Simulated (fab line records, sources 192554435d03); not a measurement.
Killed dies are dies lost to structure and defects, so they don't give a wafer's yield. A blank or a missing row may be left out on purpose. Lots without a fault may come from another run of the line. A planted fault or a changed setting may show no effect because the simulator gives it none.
fab line records | flow n5_finfet
record lots=7 wafers=21
route steps=1938 shown BEOL_M5@1142 BEOL_M6@1233 BEOL_M7@1280 BEOL_M8@1362 BEOL_M9@1411
start_h: hours from the record's first day to the start of the lot's first wafer shown | wait_h: hours since the lot's step before | " the same as in the row above | L1.1+2: a row that stands for several wafers | - no value, or no start given | * or withheld: withheld | < > ~ a bound
route shown NAME@n: a module of which the file shows steps, and the number in the route of the first | usual: mean/standard deviation of fault-free wafers | same: alike in all rows | chamber/n: place in a boat | sites: the reading at each site | _std_site: their standard deviation | _edge_site: outer sites' mean less inner sites' | radius_mm: how far each site lies from the wafer's centre | mask NAME#n: copy n | behind: the tool/chamber that last shaped the wafer | hold: why the lot was held/for how many hours/how that ended | device: the transistor (n, p or np) that didn't switch | end of line: the same wafers' tests at the end of the route | a step without rows: its recipe alone | killed: dies lost to structure and defects at the first sort, not the wafer's yield | map: a wafer's dies, x killed, . not, _ none there
set.NAME: the setting as run; set.NAME@STEP: as run at that earlier step | model.NAME: the simulator's own value behind a step, which no gauge read
lots whose settings were changed on purpose; a table a step, a row a wafer
## steps
# step N5_BEOL_M5_COAT_22
# recipe resist=CAR-EUV spin_rpm=1500 resist_thk_nm=30
# columns lot.wafer tool chamber start_h wait_h set.spin_rpm model.CAR-EUV_of_BEOL_M5_COAT_22.thk_nm
L076.1+4 litho_track-01 0 - - 1615 29
L076.3 " 0 " " 1500 30.2
L079.2 litho_track-05 0 - - 1332 31.8
L079.4+6 " 0 " " 1500 30
L080.4+6 litho_track-03 0 - - 1500 29.8
L080.5 " 0 " " 1500 30
L081.1 litho_track-03 0 - - 1500 30
L081.3+6 " 0 " " 1647 28.6
L089.1+5 litho_track-01 0 - - 1500 30
L089.4 " 0 " " 1500 30.2
L093.1+5 litho_track-03 0 - - 1500 30
L093.2 " 0 " " 1500 30.2
L094.1 litho_track-01 0 - - 1641 28.6
L094.2 " 0 " " 1641 28.8
L094.4 " 0 " " 1500 30
# step N5_BEOL_M5_EBR_24
# recipe solvent=PGMEA ebr_width_mm=1.5
# step N5_BEOL_M5_SOFTBAKE_23
# recipe temp_c=110 time_s=60 resist=CAR-EUV
# step N5_BEOL_M5_DESCUM_33
# recipe chemistry=O2 time_s=7 source_power_w=50 bias_power_w=20 pressure_mtorr=20 rf_frequency_hz=2.712e+07 temp_c=40 resist=CAR-EUV o2_flow_sccm=225
# columns lot.wafer tool chamber start_h wait_h set.spin_rpm@BEOL_M5_COAT_22 model.CAR-EUV_of_BEOL_M5_COAT_22.thk_nm
L076.1+4 rie_diel-02 2,0 187.87 0.5 1615 25
L076.3 " 1 " " 1500 26.2
L079.2 rie_diel-04 0 199.39 0.0 1332 28
L079.4+6 " 2 " " 1500 26
L080.4+5 rie_diel-06 0 219.03 0.0 1500 26
L080.6 " 1 " " 1500 25.8
L081.1 rie_diel-02 0 227.48 0.2 1500 26
L081.3+6 " 2,1 " " 1647 24.6
L089.1+5 rie_diel-04 0,3 265.70 0.0 1500 26.2
L089.4 " 1 " " 1500 26.4
L093.1+2 rie_diel-06 3,2 294.16 0.3 1500 26.2
L093.5 " 3 " " 1500 26
L094.1+2 rie_diel-06 0,2 315.97 0.0 1641 24.8
L094.4 " 3 " " 1500 26.2
# step N5_BEOL_M5_ETCH_75
# recipe chemistry=N2/H2 target=underlayer target_depth_a=65 mask_material=CAR-EUV time_s=5.2 ion_energy_ev=200 pressure_mtorr=30 source_w=840 bias_w=150 n2_flow_sccm=200 h2_flow_sccm=200 ends=cleared
# columns lot.wafer tool chamber start_h wait_h set.spin_rpm@BEOL_M5_COAT_22 model.CAR-EUV_of_BEOL_M5_COAT_22.thk_nm
L076.1+4 rie_diel-02 2,0 187.90 0.0 1615 19.2
L076.3 " 1 " " 1500 20.6
L079.2 rie_diel-04 0 199.43 0.0 1332 22.4
L079.4+6 " 2 " " 1500 20.2
L080.4+5+6 rie_diel-06 0,0,1 219.07 0.0 1500 20.2
L081.1 rie_diel-02 0 227.52 0.0 1500 20.2
L081.3 " 2 " " 1647 18.8
L081.6 " 1 " " 1647 19
L089.1+4 rie_diel-04 0,1 265.74 0.0 1500 20.6
L089.5 " 3 " " 1500 20.2
L093.1+2+5 rie_diel-06 3,2,3 294.19 0.0 1500 20.4
L094.1+2 rie_diel-06 0,2 316.00 0.0 1641 19
L094.4 " 3 " " 1500 20.4
# step N5_BEOL_M5_ETCH_67
# recipe chemistry=CF4 target=SiARC target_depth_a=156 mask_material=CAR-EUV time_s=26 ion_energy_ev=80 pressure_mtorr=40 source_w=545 bias_w=36 Ar_flow_sccm=100 cf4_flow_sccm=100 ends=cleared
# step N5_BEOL_M5_ETCH_68
# recipe chemistry=N2/H2 target=SOC target_depth_a=800 overetch_a=160 mask_material=SiARC temp_c=40 time_s=120 ion_energy_ev=200 pressure_mtorr=30 source_w=840 bias_w=150 n2_flow_sccm=200 h2_flow_sccm=200
# columns lot.wafer tool chamber start_h wait_h set.spin_rpm@BEOL_M5_COAT_65 model.etch.depth_nm
L076.1 rie_diel-02 2 187.95 0.0 1558 59.02
L076.3 " 1 " " 1558 59.03
L076.4 " 0 " " 1500 60.16
L079.2 rie_diel-04 0 199.47 0.0 1636 57.36
L079.4 " 2 " " 1636 57.14
L079.6 " 2 " " 1500 60.02
L080.4 rie_diel-06 0 219.11 0.0 1431 61.11
L080.5 " 0 " " 1500 59.96
L080.6 " 1 " " 1431 61.29
L081.1 rie_diel-02 0 227.56 0.0 1623 57.89
L081.3 " 2 " " 1623 57.95
L081.6 " 1 " " 1623 57.8
L089.1 rie_diel-04 0 265.78 0.0 1500 60.42
L089.4 " 1 " " 1500 60.36
L089.5 " 3 " " 1500 60.47
L093.1 rie_diel-06 3 294.24 0.0 1500 60.25
L093.2 " 2 " " 1500 60.1
L093.5 " 3 " " 1500 60.2
L094.1 rie_diel-06 0 316.05 0.0 1557 59.23
L094.2 " 2 " " 1557 58.82
L094.4 " 3 " " 1500 60.07
# step N5_BEOL_M5_STRIP_69
# recipe chemistry=N2/H2 temp_c=40 n2_flow_sccm=200 h2_flow_sccm=200 rf_frequency_hz=6e+07
# step N5_BEOL_M5_STRIP_76
# recipe chemistry=N2/H2 temp_c=40 n2_flow_sccm=200 h2_flow_sccm=200 rf_frequency_hz=6e+07
# step N5_BEOL_M5_VIA_ETCH_34
# recipe chemistry=C4F6/O2 target=SiCOH_lowk target_depth_a=883 mask_material=SOC taper_deg=4 time_s=39.2 ion_energy_ev=250 pressure_mtorr=30 source_w=345 bias_w=185 Ar_flow_sccm=300 C4F6_flow_sccm=10 O2_flow_sccm=10
# columns lot.wafer tool chamber start_h wait_h set.spin_rpm@BEOL_M5_COAT_65 model.SOC_of_BEOL_M5_COAT_65.thk_nm
L076.1+3 rie_diel-02 2,1 188.05 0.0 1558 54.8
L076.4 " 0 " " 1500 56
L079.2 rie_diel-04 0 199.57 0.0 1636 53.2
L079.4 " 2 " " 1636 53
L079.6 " 2 " " 1500 56
L080.4+6 rie_diel-06 0,1 219.21 0.0 1431 57
L080.5 " 0 " " 1500 55.8
L081.1 rie_diel-02 0 227.66 0.0 1623 54
L081.3+6 " 2,1 " " 1623 53.6
L089.1 rie_diel-04 0 265.88 0.0 1500 56.4
L089.4+5 " 1,3 " " 1500 56.2
L093.1+5 rie_diel-06 3 294.34 0.0 1500 56.2
L093.2 " 2 " " 1500 56
L094.1 rie_diel-06 0 316.15 0.0 1557 55
L094.2 " 2 " " 1557 54.8
L094.4 " 3 " " 1500 56
# step N5_BEOL_M5_ETCH_41
# recipe chemistry=CH3F/O2 target=SiCN target_depth_a=315 taper_deg=2 time_s=56.7 ion_energy_ev=120 mask_material=TiN pressure_mtorr=30 source_w=395 bias_w=75 Ar_flow_sccm=150 CH3F_flow_sccm=30 O2_flow_sccm=20
# usual rf_vpp_V=297.6/1.5
# columns lot.wafer tool chamber start_h wait_h set.source_w rf_vpp_V
L076.1 rie_diel-02 2 - - 395 297.2
L076.3 " 1 " " 444.5 284.9
L076.4 " 0 " " 444.5 285.3
L079.2 rie_diel-04 0 - - 395 295.9
L079.4 " 2 " " 395 296.6
L079.6 " 2 " " 395 295.4
L080.4 rie_diel-06 0 - - 395 298.9
L080.5 " 0 " " 422.7 293.8
L080.6 " 1 " " 422.7 289.2
L081.1 rie_diel-02 0 - - 329.5 316.1
L081.3 " 2 " " 395 296.2
L081.6 " 1 " " 329.5 315.9
L089.1 rie_diel-04 0 - - 395 296.5
L089.4 " 1 " " 367.3 304.2
L089.5 " 3 " " 367.3 306.0
L093.1 rie_diel-06 3 - - 395 299.4
L093.2 " 2 " " 395 297.0
L093.5 " 3 " " 395 300.8
L094.1 rie_diel-06 0 - - 395 298.0
L094.2 " 2 " " 395 298.6
L094.4 " 3 " " 395 300.2
# step N5_BEOL_M6_ETCH_66
# recipe chemistry=N2/H2 target=SOC target_depth_a=800 overetch_a=160 mask_material=SiARC temp_c=40 time_s=120 ion_energy_ev=200 pressure_mtorr=30 source_w=840 bias_w=150 n2_flow_sccm=200 h2_flow_sccm=200
# usual rf_vpp_V=525.1/2.8
# columns lot.wafer tool chamber start_h wait_h set.bias_w rf_vpp_V
L076.1 rie_diel-05 2 202.58 0.0 150 522.3
L076.3 " 1 " " 150 521.2
L076.4 " 0 " " 150 524.2
L079.2 rie_diel-03 3 210.72 0.0 150 525.4
L079.4 " 1 " " 150 526.8
L079.6 " 2 " " 150 527.3
L080.4 rie_diel-03 0 230.12 0.0 150 519.4
L080.5 " 0 " " 150 520.0
L080.6 " 3 " " 150 526.8
L081.1 rie_diel-01 2 238.88 0.0 159.4 548.0
L081.3 " 0 " " 150 525.1
L081.6 " 1 " " 159.4 547.5
L089.1 rie_diel-03 0 276.83 0.0 150 520.2
L089.4 " 1 " " 150 528.2
L089.5 " 2 " " 137.3 499.7
L093.1 rie_diel-03 2 310.08 0.0 150 527.9
L093.2 " 1 " " 150 528.7
L093.5 " 3 " " 150 527.5
L094.1 rie_diel-01 2 329.04 0.0 150 529.5
L094.2 " 3 " " 170 565.8
L094.4 " 1 " " 170 570.0
# step N5_BEOL_M7_ETCH_61
# recipe chemistry=CF4 target=SiARC target_depth_a=455 mask_material=CAR-ArF time_s=75.8 ion_energy_ev=80 pressure_mtorr=40 source_w=545 bias_w=36 Ar_flow_sccm=100 cf4_flow_sccm=100 ends=cleared
# usual rf_vpp_V=184.2/1.1
# columns lot.wafer tool chamber start_h wait_h set.source_w rf_vpp_V
L076.1 rie_diel-06 3 208.78 0.0 620.6 177.0
L076.3 " 0 " " 620.6 177.0
L076.4 " 1 " " 545 182.0
L079.2 rie_diel-06 3 234.48 0.0 512.1 190.0
L079.4 " 1 " " 512.1 187.0
L079.6 " 2 " " 512.1 187.6
L080.4 rie_diel-02 1 235.61 0.0 505 190.2
L080.5 " 3 " " 505 189.8
L080.6 " 2 " " 545 183.7
L081.1 rie_diel-06 0 243.70 0.0 585.7 180.1
L081.3 " 2 " " 585.7 180.4
L081.6 " 1 " " 545 183.7
L089.1 rie_diel-02 1 284.01 0.0 545 183.7
L089.4 " 0 " " 507.6 187.7
L089.5 " 0 " " 507.6 188.7
L093.1 rie_diel-06 3 317.44 0.0 545 185.8
L093.2 " 0 " " 545 185.4
L093.5 " 3 " " 545 187.2
L094.1 rie_diel-04 1 335.42 0.0 483.2 192.9
L094.2 " 0 " " 483.2 191.5
L094.4 " 2 " " 545 181.5
# step N5_BEOL_M7_COAT_64
# recipe resist=SiARC temp_c=220 time_s=60 spin_rpm=1500 resist_thk_nm=12
# columns lot.wafer tool chamber start_h wait_h set.spin_rpm model.SiARC_of_BEOL_M7_COAT_64.thk_nm
L076.1+4 litho_track-02 0 - - 1561 11.8
L076.3 " 0 " " 1500 12
L079.2+6 litho_track-03 0 - - 1500 12
L079.4 " 0 " " 1597 11.6
L080.4+5 litho_track-02 0 - - 1550 11.8
L080.6 " 0 " " 1500 12
L081.1 litho_track-03 0 - - 1429 12.4
L081.3 " 0 " " 1500 12
L081.6 " 0 " " 1429 12.2
L089.1+4+5 litho_track-02 0 - - 1500 12
L093.1+2+5 litho_track-02 0 - - 1500 12
L094.1+2+4 litho_track-01 0 - - 1500 12
# step N5_BEOL_M7_COAT_71
# recipe resist=underlayer temp_c=205 time_s=60 spin_rpm=1500 resist_thk_nm=5
# step N5_BEOL_M7_COAT_22
# recipe resist=CAR-EUV spin_rpm=1500 resist_thk_nm=30
# step N5_BEOL_M7_DESCUM_33
# recipe chemistry=O2 time_s=7 source_power_w=50 bias_power_w=20 pressure_mtorr=20 rf_frequency_hz=2.712e+07 temp_c=40 resist=CAR-EUV o2_flow_sccm=225
# step N5_BEOL_M7_ETCH_72
# recipe chemistry=N2/H2 target=underlayer target_depth_a=65 mask_material=CAR-EUV time_s=5.2 ion_energy_ev=200 pressure_mtorr=30 source_w=840 bias_w=150 n2_flow_sccm=200 h2_flow_sccm=200 ends=cleared
# step N5_BEOL_M7_ETCH_65
# recipe chemistry=CF4 target=SiARC target_depth_a=156 mask_material=CAR-EUV time_s=26 ion_energy_ev=80 pressure_mtorr=40 source_w=545 bias_w=36 Ar_flow_sccm=100 cf4_flow_sccm=100 ends=cleared
# columns lot.wafer tool chamber start_h wait_h set.spin_rpm@BEOL_M7_COAT_64 model.etch.depth_nm
L076.1+4 rie_diel-02 2,0 210.90 0.0 1561 11.8
L076.3 " 3 " " 1500 12.05
L079.2 rie_diel-04 2 235.59 0.0 1500 12.01
L079.4 " 1 " " 1597 11.64
L079.6 " 0 " " 1500 11.99
L080.4 rie_diel-02 2 236.53 0.0 1550 11.82
L080.5 " 1 " " 1550 11.81
L080.6 " 3 " " 1500 12.04
L081.1 rie_diel-04 1 246.10 0.0 1429 12.3
L081.3 " 0 " " 1500 12.01
L081.6 " 1 " " 1429 12.28
L089.1 rie_diel-04 1 286.24 0.0 1500 11.95
L089.4 " 3 " " 1500 11.99
L089.5 " 0 " " 1500 11.97
L093.1 rie_diel-04 3 322.70 0.0 1500 11.96
L093.2 " 1 " " 1500 11.98
L093.5 " 0 " " 1500 12.01
L094.1 rie_diel-02 3 339.70 0.0 1500 12.04
L094.2+4 " 2,0 " " 1500 12.05
# step N5_BEOL_M8_EXPOSE_25
# recipe mask_id=V7 na=0.33 source_shape=annular sigma_inner=0.4 sigma_outer=0.8 polarization=unpolarized target_cd_nm=40 dose_mj=42.5
# columns lot.wafer tool chamber start_h wait_h mask set.dose_mj
L076.1+3 euv_scanner-02 0 218.72 - V7#0 44.88
L076.4 " 0 " " V7#0 42.5
L079.2+4 euv_scanner-01 0 241.63 - V7#0 42.5
L079.6 " 0 " " V7#0 40.4
L080.4+5 euv_scanner-01 0 245.33 - V7#0 42.5
L080.6 " 0 " " V7#0 41.15
L081.1+3+6 euv_scanner-01 0 253.39 - V7#0 42.5
L089.1+5 euv_scanner-02 0 294.33 - V7#0 44.22
L089.4 " 0 " " V7#0 42.5
L093.1+2+5 euv_scanner-01 0 330.94 - V7#0 42.5
L094.1+2 euv_scanner-01 0 346.33 - V7#0 42.5
L094.4 " 0 " " V7#0 44.16
# step N5_BEOL_M8_PEB_26
# recipe peb_temp_c=100 peb_time_s=60 resist=CAR-EUV
# step N5_BEOL_M8_DEVELOP_27
# recipe develop_time_s=30 developer=TMAH resist=CAR-EUV rinse_liquid=surfactant_rinse dry=air_spin dev_temp_c=23
# step N5_BEOL_M8_DESCUM_33
# recipe chemistry=O2 time_s=7 source_power_w=50 bias_power_w=20 pressure_mtorr=20 rf_frequency_hz=2.712e+07 temp_c=40 resist=CAR-EUV o2_flow_sccm=225
# columns lot.wafer tool chamber start_h wait_h set.dose_mj@BEOL_M8_EXPOSE_25 model.BEOL_M8.cd_nm
L076.1 rie_diel-05 3 218.97 0.0 44.88 40.8
L076.3 " 0 " " 44.88 41.2
L076.4 " 2 " " 42.5 39.8
L079.2+4 rie_diel-05 3,2 241.87 0.0 42.5 40.2
L079.6 " 0 " " 40.4 39
L080.4 rie_diel-03 0 245.58 0.0 42.5 39.8
L080.5 " 2 " " 42.5 40
L080.6 " 3 " " 41.15 39.4
L081.1+3 rie_diel-01 2,1 253.65 0.0 42.5 40
L081.6 " 2 " " 42.5 40.2
L089.1 rie_diel-01 0 295.73 1.2 44.22 40.8
L089.4 " 3 " " 42.5 40
L089.5 " 3 " " 44.22 40.4
L093.1+2+5 rie_diel-03 2,3,2 331.20 0.0 42.5 40
L094.1 rie_diel-03 1 347.00 0.4 42.5 39.8
L094.2 " 3 " " 42.5 40
L094.4 " 0 " " 44.16 41
# step N5_BEOL_M8_ETCH_72
# recipe chemistry=N2/H2 target=underlayer target_depth_a=65 mask_material=CAR-EUV time_s=5.2 ion_energy_ev=200 pressure_mtorr=30 source_w=840 bias_w=150 n2_flow_sccm=200 h2_flow_sccm=200 ends=cleared
# columns lot.wafer tool chamber start_h wait_h set.dose_mj@BEOL_M8_EXPOSE_25 model.BEOL_M8.cd_nm
L076.1 rie_diel-05 3 219.00 0.0 44.88 40.8
L076.3 " 0 " " 44.88 41.2
L076.4 " 2 " " 42.5 39.8
L079.2+4 rie_diel-05 3,2 241.91 0.0 42.5 40
L079.6 " 0 " " 40.4 39
L080.4 rie_diel-03 0 245.61 0.0 42.5 39.8
L080.5 " 2 " " 42.5 40
L080.6 " 3 " " 41.15 39.4
L081.1+3+6 rie_diel-01 2,1,2 253.68 0.0 42.5 40
L089.1 rie_diel-01 0 295.76 0.0 44.22 40.8
L089.4 " 3 " " 42.5 40.2
L089.5 " 3 " " 44.22 40.6
L093.1+5 rie_diel-03 2 331.23 0.0 42.5 40.2
L093.2 " 3 " " 42.5 40
L094.1 rie_diel-03 1 347.03 0.0 42.5 39.8
L094.2 " 3 " " 42.5 40
L094.4 " 0 " " 44.16 41
# step N5_BEOL_M9_EXPOSE_08
# recipe mask_id=M9 na=1.35 source_shape=dipole sigma_inner=0.411 sigma_outer=0.611 polarization=te dose_mj=53.75
# columns lot.wafer tool chamber start_h wait_h mask set.dose_mj
L076.1 arfi_scanner-02 0 224.73 - M9#0 52.46
L076.3+4 " 0 " " M9#0 53.75
L079.2+4+6 arfi_scanner-03 0 246.79 - M9#0 53.75
L080.4+5+6 arfi_scanner-02 0 251.34 - M9#0 53.75
L081.1 arfi_scanner-03 0 258.34 - M9#0 53.75
L081.3+6 " 0 " " M9#0 57.45
L089.1+4 arfi_scanner-01 0 300.62 - M9#0 53.75
L089.5 " 0 " " M9#0 50.96
L093.1+2+5 arfi_scanner-02 0 340.18 - M9#0 53.75
L094.1+4 arfi_scanner-03 0 352.64 - M9#0 53.75
L094.2 " 0 " " M9#0 51.43
# step N5_BEOL_M9_PEB_09
# recipe peb_temp_c=withheld peb_time_s=60 resist=CAR-ArF
# step N5_BEOL_M9_DEVELOP_10
# recipe develop_time_s=30 developer=TMAH resist=CAR-ArF rinse_liquid=diw dry=air_spin dev_temp_c=23
# step N5_BEOL_M9_CD_MEAS_11
# recipe target_cd_nm=64.1 landing_energy_ev=500 detector=se_inlens polarity=opening
# usual cd_nm=64.5/0.65
# columns lot.wafer tool chamber start_h wait_h set.dose_mj@BEOL_M9_EXPOSE_08 cd_nm
L076.1 cd_sem-01 0 224.86 - 52.46 63.3
L076.3 " 0 " " 53.75 65.3
L076.4 " 0 " " 53.75 64.3
L079.2 cd_sem-03 0 246.91 - 53.75 65.2
L079.4 " 0 " " 53.75 64.9
L079.6 " 0 " " 53.75 66.0
L080.4 cd_sem-02 0 251.45 - 53.75 65.5
L080.5 " 0 " " 53.75 64.9
L080.6 " 0 " " 53.75 64.4
L081.1 cd_sem-01 0 258.47 - 53.75 64.5
L081.3 " 0 " " 57.45 68.2
L081.6 " 0 " " 57.45 68.5
L089.1 cd_sem-03 0 300.74 - 53.75 62.8
L089.4 " 0 " " 53.75 63.5
L089.5 " 0 " " 50.96 61.8
L093.1 cd_sem-02 0 340.30 - 53.75 65.5
L093.2 " 0 " " 53.75 65.3
L093.5 " 0 " " 53.75 64.4
L094.1 cd_sem-01 0 352.77 - 53.75 65.1
L094.2 " 0 " " 51.43 62.7
L094.4 " 0 " " 53.75 64.6
# step N5_BEOL_M9_ETCH_62
# recipe chemistry=N2/H2 target=SOC target_depth_a=1100 overetch_a=220 mask_material=SiARC temp_c=40 time_s=165 ion_energy_ev=200 pressure_mtorr=30 source_w=840 bias_w=150 n2_flow_sccm=200 h2_flow_sccm=200
# columns lot.wafer tool chamber start_h wait_h set.time_s model.SiARC_of_BEOL_M9_COAT_60.thk_nm
L076.1+3 rie_diel-04 2,1 225.03 0.0 165 23.8
L076.4 " 1 " " 148.1 24.4
L079.2 rie_diel-02 3 247.66 0.0 165 23.4
L079.4 " 1 " " 165 23
L079.6 " 2 " " 165 23.2
L080.4+6 rie_diel-04 3,0 251.69 0.1 165 23.6
L080.5 " 2 " " 186.6 22.8
L081.1 rie_diel-04 3 258.64 0.0 146.1 24.4
L081.3 " 2 " " 146.1 24.6
L081.6 " 3 " " 165 23.6
L089.1 rie_diel-02 0 300.92 0.0 165 23
L089.4+5 " 2 " " 165 23.2
L093.1+5 rie_diel-06 2 340.48 0.0 165 23.4
L093.2 " 1 " " 165 23.2
L094.1 rie_diel-06 3 352.94 0.0 142.2 24
L094.2 " 2 " " 165 23.2
L094.4 " 1 " " 165 23
## key
split step=N5_BEOL_M5_COAT_22 setting=spin_rpm stated=1500 by=wafer
response step=N5_BEOL_M5_COAT_22 reading=model.CAR-EUV_of_BEOL_M5_COAT_22.thk_nm change=-0.15 per=1% r=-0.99
response step=N5_BEOL_M5_DESCUM_33 reading=model.CAR-EUV_of_BEOL_M5_COAT_22.thk_nm change=-0.159 per=1% r=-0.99
response step=N5_BEOL_M5_ETCH_75 reading=model.CAR-EUV_of_BEOL_M5_COAT_22.thk_nm change=-0.166 per=1% r=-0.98
split step=N5_BEOL_M5_ETCH_41 setting=source_w stated=395 by=wafer
response step=N5_BEOL_M5_ETCH_41 reading=rf_vpp_V change=-1.12 per=1% r=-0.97
split step=N5_BEOL_M6_ETCH_66 setting=bias_w stated=150 by=wafer
response step=N5_BEOL_M6_ETCH_66 reading=rf_vpp_V change=+2.98 per=1% r=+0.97
split step=N5_BEOL_M7_ETCH_61 setting=source_w stated=545 by=wafer
response step=N5_BEOL_M7_ETCH_61 reading=rf_vpp_V change=-0.612 per=1% r=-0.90
split step=N5_BEOL_M7_COAT_64 setting=spin_rpm stated=1500 by=wafer
response step=N5_BEOL_M7_COAT_64 reading=model.SiARC_of_BEOL_M7_COAT_64.thk_nm change=-0.0597 per=1% r=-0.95
response step=N5_BEOL_M7_ETCH_65 reading=model.etch.depth_nm change=-0.0589 per=1% r=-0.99
split step=N5_BEOL_M8_EXPOSE_25 setting=dose_mj stated=42.5 by=wafer
response step=N5_BEOL_M8_DESCUM_33 reading=model.BEOL_M8.cd_nm change=+0.215 per=1% r=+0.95
response step=N5_BEOL_M8_ETCH_72 reading=model.BEOL_M8.cd_nm change=+0.201 per=1% r=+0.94
split step=N5_BEOL_M9_EXPOSE_08 setting=dose_mj stated=53.75 by=wafer
response step=N5_BEOL_M9_CD_MEAS_11 reading=cd_nm change=+0.464 per=1% r=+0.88
split step=N5_BEOL_M9_ETCH_62 setting=time_s stated=165 by=wafer
response step=N5_BEOL_M9_ETCH_62 reading=model.SiARC_of_BEOL_M9_COAT_60.thk_nm change=-0.0658 per=1% r=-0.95
split outside_this_file step=N5_BEOL_M5_COAT_65 setting=spin_rpm
# split outside_this_file: this setting was split too, and the file shows its column; the key of that split is in another file
